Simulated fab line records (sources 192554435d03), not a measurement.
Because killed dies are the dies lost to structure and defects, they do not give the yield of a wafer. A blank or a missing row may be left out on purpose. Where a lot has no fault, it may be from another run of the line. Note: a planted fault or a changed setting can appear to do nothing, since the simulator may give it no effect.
fab line records	flow n5_finfet
record: lots: 6	wafers: 18	last_day: 18
route steps=1938 shown SDB@349 BEOL_M4@1111 PASSIVATION@1936
lots with no fault: from the same line, run without faults
start_h: start of the lot's first displayed wafer, in hours after the record's first day	wait_h: how many hours have passed since the lot's step before this one	" unchanged from the row above	L1.1+2: several wafers, shown together as one row	- no value present, or no start provided	* or withheld: withheld	< > ~ a bound
route shown NAME@n: names a module that has steps shown in the file, with the first one's number in the route	usual: mean and standard deviation over wafers with no fault	same: alike in all rows	chamber/n: place in a boat	sites: each site's reading	_std_site: standard deviation across them	_edge_site: inner sites' mean taken away from outer sites' mean	radius_mm: how far each site lies from the wafer's centre	mask NAME#n: copy n	behind: tool/chamber where the wafer was last shaped	hold: the reason the lot was held/the length of the hold in hours/how it ended	device: transistor that didn't switch, given as n, p or np	end of line: the tests these same wafers got at the end of their route	where a step has no rows: the recipe by itself	killed: dies that structure and defects cost at the first sort, which is not the same as the wafer's yield	map: shows each die of a wafer: x if killed, . if not, _ if none is there
set.NAME: the setting that was run; set.NAME@STEP: the one run at that earlier step	model.NAME: the simulator's own value behind a step, which no gauge read
a table for each step, a row for each wafer; lots at some steps of the route
services: from which hour (start_h, from the record's first day; less than 0 if before it) a tool's chamber was out of use, for how many hours, and why
== steps ==
step: N5_SDB_COAT_04
recipe: resist: SiARC	temp_c: 220	time_s: 60	spin_rpm: 1500	resist_thk_nm: 18
step: N5_SDB_COAT_05
recipe: resist: CAR-ArF	spin_rpm: 1500	resist_thk_nm: 90
step: N5_SDB_EBR_07
recipe: solvent: PGMEA	ebr_width_mm: 1.5
step: N5_SDB_SOFTBAKE_06
recipe: temp_c: 110	time_s: 60	resist: CAR-ArF
step: N5_SDB_EXPOSE_08
recipe: mask_id: SDB	na: 1.35	source_shape: conventional	sigma_outer: 0.5	polarization: unpolarized	dose_mj: 49.6
step: N5_SDB_PEB_09
recipe: peb_temp_c: withheld	peb_time_s: 60	resist: CAR-ArF
step: N5_SDB_DEVELOP_10
recipe: develop_time_s: 30	developer: TMAH	resist: CAR-ArF	rinse_liquid: diw	dry: air_spin	dev_temp_c: 23
step: N5_SDB_CD_MEAS_11
recipe: target_cd_nm: 50	landing_energy_ev: 500	detector: se_inlens	polarity: opening
usual: cd_nm: 50.8/0.99
same: landing_energy_ev: 500
lot.wafer	tool	chamber	start_h	wait_h	cd_nm
L388.3	cd_sem-03	0	94.89	-	50.9
L388.5	"	0	"	"	51.8
L388.6	"	0	"	"	51.5
L394.1	cd_sem-03	0	124.58	-	51.2
L394.2	"	0	"	"	50.3
L394.3	"	0	"	"	50.7
L397.2	cd_sem-01	0	151.68	-	50.3
L397.5	"	0	"	"	50.0
L397.6	"	0	"	"	51.1
L404.2	cd_sem-02	0	192.91	-	49.9
L404.3	"	0	"	"	48.6
L404.4	"	0	"	"	49.1
L406.2	cd_sem-03	0	199.43	-	50.8
L406.4	"	0	"	"	50.7
L406.5	"	0	"	"	50.4
L407.3	cd_sem-03	0	206.00	-	51.0
L407.5	"	0	"	"	51.0
L407.6	"	0	"	"	51.0
step: N5_SDB_OVL_MEAS_12
recipe: points_per_wafer: 44
usual: SDB_OVL: -0.2/0.84
lot.wafer	tool	chamber	start_h	wait_h	SDB_OVL[nm]
L388.3	overlay-01	0	94.92	0.0	-1.2
L388.5	"	0	"	"	-0.8
L388.6	"	0	"	"	-0.7
L394.1	overlay-01	0	124.61	0.0	-0.5
L394.2	"	0	"	"	-0.9
L394.3	"	0	"	"	-0.1
L397.2	overlay-02	0	151.71	0.0	-1.2
L397.5	"	0	"	"	0.3
L397.6	"	0	"	"	-0.4
L404.2	overlay-02	0	192.94	0.0	0.9
L404.3	"	0	"	"	-1.3
L404.4	"	0	"	"	-0.2
L406.2	overlay-02	0	199.46	0.0	-1.1
L406.4	"	0	"	"	0.1
L406.5	"	0	"	"	-2.1
L407.3	overlay-01	0	206.02	0.0	-1.3
L407.5	"	0	"	"	-0.5
L407.6	"	0	"	"	0.9
step: N5_SDB_INSPECT_13
recipe: mode: adi	inspect_instrument: brightfield
usual: raw_defect_count: 70/26
lot.wafer	tool	chamber	start_h	wait_h	raw_defect_count
L388.3	defect_inspect-02	-	94.94	0.0	72
L388.5	"	-	"	"	121
L388.6	"	-	"	"	64
L394.1	defect_inspect-01	-	124.64	0.0	80
L394.2	"	-	"	"	38
L394.3	"	-	"	"	41
L397.2	defect_inspect-01	-	151.74	0.0	118
L397.5	"	-	"	"	58
L397.6	"	-	"	"	67
L404.2	defect_inspect-02	-	192.96	0.0	38
L404.3	"	-	"	"	34
L404.4	"	-	"	"	61
L406.2	defect_inspect-01	-	199.49	0.0	71
L406.4	"	-	"	"	80
L406.5	"	-	"	"	50
L407.3	defect_inspect-02	-	206.05	0.0	65
L407.5	"	-	"	"	39
L407.6	"	-	"	"	34
step: N5_SDB_DESCUM_16
recipe: chemistry: O2	time_s: 7.9	source_power_w: 50	bias_power_w: 20	pressure_mtorr: 20	rf_frequency_hz: 2.712e+07	temp_c: 40	resist: CAR-ArF	o2_flow_sccm: 225
usual: drypump_motor_current_A: 5.7/0.53	oes_product_au: 0.79/0.089	rf_vpp_V: 244.0/1	showerhead_plenum_p_Torr: 2.15/0.058	throttle_valve_pct: 20.36/0.19
lot.wafer	tool	chamber	start_h	wait_h	drypump_motor_current_A	oes_product_au	rf_hours_counter_h	rf_vpp_V	showerhead_plenum_p_Torr	throttle_valve_pct
L388.3	rie_diel-01	2	95.21	0.3	5.8	0.70	219	245.3	2.14	20.12
L388.5	"	3	"	"	5.7	0.92	-	245.2	2.13	20.57
L388.6	"	2	"	"	5.9	0.71	-	243.5	2.14	20.10
L394.1	rie_diel-05	0	127.42	2.8	5.6	0.78	144	243.1	2.20	20.45
L394.2	"	2	"	"	5.9	0.74	193	243.7	2.18	20.27
L394.3	"	3	"	"	6.1	0.72	182	244.3	2.19	20.56
L397.2	rie_diel-04	1	151.77	0.0	5.6	0.77	116	244.2	2.10	20.21
L397.5	"	0	"	"	6.7	0.87	-	246.0	2.22	20.11
L397.6	"	1	"	"	5.6	0.78	-	243.4	2.10	20.21
L404.2	rie_diel-05	1	193.53	0.6	6.1	0.69	203	243.8	2.17	20.58
L404.3	"	0	"	"	5.6	0.76	167	243.5	2.19	20.47
L404.4	"	2	"	"	5.9	0.72	218	244.4	2.18	20.33
L406.2	rie_diel-04	2	199.52	0.0	5.0	0.91	25	244.2	2.13	20.40
L406.4	"	0	"	"	6.7	0.85	62	243.9	2.21	20.12
L406.5	"	1	"	"	5.7	0.77	-	243.2	2.10	20.22
L407.3	rie_diel-05	3	206.15	0.1	6.1	0.70	208	244.6	2.18	20.60
L407.5	"	3	"	"	6.1	0.70	-	242.8	2.18	20.60
L407.6	"	2	"	"	5.9	0.72	-	242.9	2.18	20.31
step: N5_SDB_ETCH_17
recipe: chemistry: CF4	target: SiARC	target_depth_a: 234	mask_material: CAR-ArF	time_s: 39	ion_energy_ev: 80	pressure_mtorr: 40	source_w: 545	bias_w: 36	Ar_flow_sccm: 100	cf4_flow_sccm: 100	ends: cleared
usual: drypump_motor_current_A: 5.7/0.52	etch_rf_on_time_s: 39.3/0.84	mfc_ar_sccm: 100.0/0.31	oes_product_au: 0.67/0.077	rf_fwd_power_W: 535/3.1	rf_vpp_V: 184.7/1	showerhead_plenum_p_Torr: 2.19/0.046	throttle_valve_pct: 15.54/0.19
lot.wafer	tool	chamber	start_h	wait_h	drypump_motor_current_A	etch_rf_on_time_s	mfc_ar_sccm	oes_product_au	rf_fwd_power_W	rf_hours_counter_h	rf_vpp_V	showerhead_plenum_p_Torr	throttle_valve_pct
L388.3	rie_diel-01	2	95.24	0.0	5.8	39.8	99.4	0.59	531	219	184.6	2.19	15.43
L388.5	"	3	"	"	5.8	39.4	100.4	0.79	533	-	185.1	2.18	15.63
L388.6	"	2	"	"	5.8	40.3	100.1	0.59	532	-	185.5	2.19	15.43
L394.1	rie_diel-05	0	127.45	0.0	5.6	38.8	100.4	0.67	541	144	183.8	2.22	15.59
L394.2	"	2	"	"	5.9	39.4	100.5	0.62	529	193	185.2	2.21	15.38
L394.3	"	3	"	"	6.1	38.7	100.1	0.62	539	182	183.5	2.21	15.60
L397.2	rie_diel-04	1	151.81	0.0	5.6	38.7	100.2	0.67	529	116	183.9	2.15	15.44
L397.5	"	0	"	"	6.7	38.4	99.8	0.75	537	-	185.7	2.26	15.26
L397.6	"	1	"	"	5.6	38.8	100.1	0.67	528	-	184.6	2.15	15.43
L404.2	rie_diel-05	1	193.57	0.0	6.0	40.2	100.2	0.58	538	203	184.8	2.21	15.78
L404.3	"	0	"	"	5.6	39.5	100.2	0.64	542	167	185.5	2.22	15.61
L404.4	"	2	"	"	5.9	40.0	99.7	0.61	532	218	184.6	2.20	15.42
L406.2	rie_diel-04	2	199.55	0.0	5.0	39.9	100.1	0.77	538	25	186.4	2.18	15.58
L406.4	"	0	"	"	6.7	37.7	99.9	0.74	537	62	185.3	2.26	15.30
L406.5	"	1	"	"	5.7	38.0	99.9	0.67	532	-	184.9	2.15	15.45
L407.3	rie_diel-05	3	206.18	0.0	6.1	39.9	99.9	0.60	539	208	184.7	2.20	15.66
L407.5	"	3	"	"	6.1	39.7	100.6	0.60	539	-	184.1	2.20	15.66
L407.6	"	2	"	"	5.9	40.6	100.3	0.59	532	-	184.6	2.20	15.43
step: N5_SDB_ETCH_18
recipe: chemistry: N2/H2	target: SOC	target_depth_a: 1000	overetch_a: 200	mask_material: SiARC	temp_c: 40	time_s: 150	ion_energy_ev: 200	pressure_mtorr: 30	source_w: 840	bias_w: 150	n2_flow_sccm: 200	h2_flow_sccm: 200
usual: drypump_motor_current_A: 5.8/0.52	oes_product_au: 0.70/0.075	rf_fwd_power_W: 837.3/2.5	rf_vpp_V: 525.9/1.8	showerhead_plenum_p_Torr: 2.61/0.062	throttle_valve_pct: 17.74/0.25
lot.wafer	tool	chamber	start_h	wait_h	drypump_motor_current_A	oes_product_au	rf_fwd_power_W	rf_hours_counter_h	rf_vpp_V	showerhead_plenum_p_Torr	throttle_valve_pct	model.SiARC_of_SDB_COAT_04.thk_nm
L388.3	rie_diel-01	2	95.28	0.0	5.9	0.63	836.9	219	526.4	2.62	17.68	12.8
L388.5	"	3	"	"	5.8	0.82	836.5	-	526.2	2.59	17.96	12.6
L388.6	"	2	"	"	5.9	0.63	838.4	-	524.8	2.62	17.67	12.8
L394.1	rie_diel-05	0	127.49	0.0	5.6	0.70	833.8	145	527.3	2.66	17.80	12.8
L394.2	"	2	"	"	5.9	0.65	838.0	193	525.2	2.62	17.45	12.6
L394.3	"	3	"	"	6.1	0.64	837.3	182	525.8	2.65	17.94	12.8
L397.2	rie_diel-04	1	151.84	0.0	5.7	0.70	837.2	116	524.5	2.54	17.53	12.8
L397.5	"	0	"	"	6.7	0.78	834.4	-	529.0	2.68	17.30	12.6
L397.6	"	1	"	"	5.6	0.69	836.8	-	525.0	2.54	17.53	12.8
L404.2	rie_diel-05	1	193.60	0.0	6.1	0.61	834.2	203	528.6	2.63	17.92	12.8
L404.3	"	0	"	"	5.6	0.68	839.1	167	525.6	2.65	17.87	12.8
L404.4	"	2	"	"	5.9	0.65	1034.7	218	488.7	2.61	17.48	12
L406.2	rie_diel-04	2	199.59	0.0	5.0	0.82	836.7	25	525.8	2.60	17.91	13
L406.4	"	0	"	"	6.7	0.76	839.2	62	528.2	2.67	17.33	12.8
L406.5	"	1	"	"	5.7	0.69	834.0	-	525.7	2.54	17.56	12.8
L407.3	rie_diel-05	3	206.22	0.0	6.1	0.63	836.9	208	526.1	2.64	17.99	13
L407.5	"	3	"	"	6.1	0.63	838.0	-	526.6	2.64	18.01	13
L407.6	"	2	"	"	5.9	0.64	1042.5	-	490.4	2.61	17.49	12.2
step: N5_SDB_STRIP_19
recipe: chemistry: N2/H2	temp_c: 40	n2_flow_sccm: 200	h2_flow_sccm: 200	rf_frequency_hz: 6e+07
step: N5_BEOL_M4_RC_MEAS_101
usual: DIBL_N: 36.1/1.7	DIBL_P: 35.9/2.1	IOFF_N: 0.154/0.029	IOFF_P: 0.21/0.035	ION_N: 673/10	ION_P: 463/7.5	SS_N: 71.6/0.59	SS_P: 73.2/0.69	VT_N: 250.5/2.9	VT_P: -250/3.2
lot.wafer	tool	chamber	start_h	wait_h	DIBL_N[mV/V]	DIBL_P[mV/V]	IOFF_N[nA/um]	IOFF_P[nA/um]	ION_N[uA/um]	ION_P[uA/um]	SS_N[mV/dec]	SS_P[mV/dec]	VT_N[mV]	VT_P[mV]
L388.3	prober-02	0	207.28	0.3	38.4	38.5	0.165	0.20	675	450	72.8	74.3	252.4	-256
L388.5	"	0	"	"	37.4	37.7	0.153	0.18	674	456	72.6	73.3	249.3	-256
L388.6	"	0	"	"	36.9	36.4	0.141	0.17	663	446	72.5	72.9	251.9	-259
L394.1	prober-02	0	252.32	0.0	32.2	32.1	0.111	0.18	662	463	70.8	72.2	254.5	-250
L394.2	"	0	"	"	32.6	32.9	0.118	0.19	665	465	70.9	72.4	253.3	-250
L394.3	"	0	"	"	30.1	28.6	0.084	0.14	651	453	70.6	71.7	258.1	-254
L397.2	prober-01	0	269.03	0.2	34.2	34.8	0.130	0.19	658	460	71.2	73.4	249.9	-250
L397.5	"	0	"	"	36.6	35.8	0.164	0.21	668	456	71.7	73.3	251.3	-250
L397.6	"	0	"	"	37.8	39.7	0.194	0.27	681	471	72.0	73.5	248.2	-248
L404.2	prober-02	0	302.80	0.2	34.7	34.1	0.140	0.20	665	459	71.1	72.3	250.7	-251
L404.3	"	0	"	"	34.0	33.8	0.132	0.20	663	467	71.5	72.4	253.5	-248
L404.4	"	0	"	"	35.8	35.9	0.164	0.24	680	469	72.1	73.4	247.3	-250
L406.2	prober-01	0	321.80	0.2	35.9	37.4	0.157	0.20	667	462	72.5	73.4	250.8	-251
L406.4	"	0	"	"	38.6	40.3	0.206	0.25	682	468	72.4	73.9	246.7	-248
L406.5	"	0	"	"	35.6	36.8	0.154	0.19	669	458	71.5	73.1	250.8	-250
L407.3	prober-02	0	322.57	0.5	36.9	35.6	0.153	0.20	673	460	71.0	73.0	249.8	-250
L407.5	"	0	"	"	37.4	35.3	0.154	0.20	675	462	71.3	73.4	251.5	-251
L407.6	"	0	"	"	38.2	36.7	0.174	0.22	671	456	71.5	73.8	248.1	-249
step: N5_PASSIVATION_PROBE_49
usual: defect_limited_yield: 91.3/1.4	killed_at_M0_to_M3: 34/9.2	killed_at_M4_up: 13/5.3	killed_at_contacts: 12/6	killed_at_front_end: 39/12	killed_at_other: 4/3.3	killed_dies: 102/17	killed_open: 67/12	killed_short: 34/7.4	sort_bin_5_function: 5.1/1	sort_bin_6_memory: 3.2/0.6	sort_bin_8_speed: 0.00/0.007	sort_n_pass: 1078/17	sort_yield_pct: 91.3/1.4
same: gross_dies: 1180	killed_at_back_side: 0	sort_bin_4_leakage[%]: 0
lot.wafer	tool	chamber	start_h	wait_h	defect_limited_yield[%]	killed_at_M0_to_M3	killed_at_M4_up	killed_at_contacts	killed_at_front_end	killed_at_other	killed_dies	killed_open	killed_short	sort_bin_5_function[%]	sort_bin_6_memory[%]	sort_bin_8_speed[%]	sort_n_pass	sort_yield_pct[%]
L397.2	prober-01	-	375.14	0.1	92.2	30	22	10	28	2	92	62	21	4.1	2.9	0	1088	92.2
L397.5	prober-01	-	375.29	0.2	90.3	33	24	10	46	2	115	87	26	6.4	3.1	0	1065	90.3
L397.6	prober-01	-	375.34	0.3	90.8	44	16	9	36	3	108	70	32	5.4	3.1	0	1072	90.8
L404.4	prober-01	-	411.50	0.2	92.7	31	3	6	41	5	86	45	41	4.3	2.7	0	1094	92.7
killed by level:class
L397.2 BEOL_M4:geometric_particle:open=12 MOL_CONTACT_COAG:geometric_particle:open=10 HKMG_FIN:area_etch=9 BEOL_M3:geometric_particle:open=7 BEOL_M0_SAQP:geometric_particle:short=6 BEOL_M1:geometric_particle:open=5 BEOL_M2:geometric_particle:open=5 STI_FIN_REVEAL:geometric_particle:open=4
L397.5 BEOL_M3:geometric_particle:open=15 BEOL_M4:geometric_particle:open=13 FIN_SAQP:geometric_particle:open=12 FIN_SAQP:geometric_particle:short=9 ILD0:geometric_particle:open=7 GATE_CUT:geometric_particle:open=7 MOL_CONTACT_COAG:geometric_particle:open=7 BEOL_M0_SAQP:geometric_particle:short=5
L397.6 BEOL_M2:geometric_particle:open=18 BEOL_M0_SAQP:geometric_particle:open=9 BEOL_M4:geometric_particle:open=9 BEOL_M0_SAQP:geometric_particle:short=8 FIN_SAQP:geometric_particle:open=6 MOL_CONTACT_COAG:geometric_particle:open=6 STI_FIN_REVEAL:geometric_particle:open=5 GATE_CUT:geometric_particle:short=5
L404.4 FIN_SAQP:geometric_particle:short=13 BEOL_M0_SAQP:geometric_particle:short=8 STARTING-WAFER:geometric_particle:open=7 FIN_SAQP:geometric_particle:open=6 MOL_CONTACT_COAG:geometric_particle:open=5 BEOL_M0_SAQP:geometric_particle:open=5 BEOL_M3:geometric_particle:open=5 BEOL_M0:geometric_particle:open=4
== services ==
tool	chamber	start_h	hours	kind
rie_diel-01	2	92.18	1.8	repair
rie_diel-05	1	94.47	6.9	repair
rie_diel-04	2	110.55	-	clean
rie_diel-04	2	110.55	-	consumable_replace:focus_ring
rie_diel-04	2	110.55	21.2	scheduled_down
rie_diel-04	2	110.55	21.2	vent_cycle
rie_diel-04	-	119.05	14.6	pm
rie_diel-01	-	122.14	14.6	pm
rie_diel-05	3	143.24	5.5	repair
rie_diel-05	-	156.81	0.4	repair
rie_diel-04	1	158.29	13.6	repair
rie_diel-01	1	172.75	9.3	repair
rie_diel-05	2	195.63	4.7	repair
rie_diel-01	2	202.29	-	clean
rie_diel-01	2	202.29	-	consumable_replace:focus_ring
rie_diel-01	2	202.29	15.4	scheduled_down
rie_diel-01	2	202.29	15.4	vent_cycle
== key ==
first_sign: step: N5_SDB_ETCH_18	reading: rf_fwd_power_W	direction: up	sigmas: 80	usual: *	struck: *
effect: step: N5_SDB_ETCH_18	reading: rf_vpp_V	direction: down	sigmas: 20	usual: 525.9	struck: 489.5
model_effect: step: N5_SDB_ETCH_18	value: SiARC_of_SDB_COAT_04.thk_nm	without: 12.7	struck: 12.1
met_at N5_SDB_ETCH_18
struck_wafers L404.4,L407.6
onset_between 127.49 193.60
fault: kind: process_parameter_drift	tool: rie_diel-05	chamber: 2	onset_h: 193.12	steps: N5_SDB_ETCH_18	channel: source_w	offset: 201.6	shape: step	end_h: 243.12	acts_in: these_recipes_only	stated: 840
